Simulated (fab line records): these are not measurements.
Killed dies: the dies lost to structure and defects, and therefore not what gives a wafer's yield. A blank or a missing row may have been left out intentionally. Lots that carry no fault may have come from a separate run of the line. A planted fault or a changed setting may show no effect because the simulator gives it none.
Chamber matching	flow nandHarc	4 sister chambers for NHARC_A_STAIRCASE_ETCH_292 on rieDiel-12
The step etches the open film in CF4/CHF3. 4 wafers are shown with their chamber, then 7 later ones without.

== EACH WAFER AND ITS CHAMBER ==
wafer	chamber	showerheadPlenumPTorr (Torr)
L230.5	0	1.57
L232.5	2	1.57
L236.2	1	1.49
L236.3	3	1.63

== WAFERS WHOSE CHAMBER IS MISSING ==
wafer	showerheadPlenumPTorr (Torr)
L236.4	1.57
L244.1	1.62
L244.2	1.56
L244.6	1.56
L249.2	1.56
L249.3	1.62
L249.6	1.56

== THE CHAMBER EACH PASSED THROUGH ==
wafer	from the rows above	in truth
L236.4	can't be placed: 0 or 2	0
L244.1	3	3
L244.2	can't be placed: 0 or 2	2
L244.6	can't be placed: 0 or 2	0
L249.2	can't be placed: 0 or 2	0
L249.3	3	3
L249.6	can't be placed: 0 or 2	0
Correct placement for 2 of the 7. Not placeable from these rows: 5 (in 5, the candidates include the true chamber). Number placed wrongly: 0.
How it was worked out, from the rows above alone: a wafer's distance from a chamber is the root of the sum, over the readings, of the square of ((its reading less the chamber's mean) divided by the reading's scatter). If the next closest chamber is less than 2 further off than the closest, the wafer can't be placed; otherwise it belongs to the closest. Each chamber's mean is taken over the wafers shown for it. The scatter (one wafer shown for each chamber): square how far every hidden wafer sits from the nearest shown wafer, average those squares and take the square root.
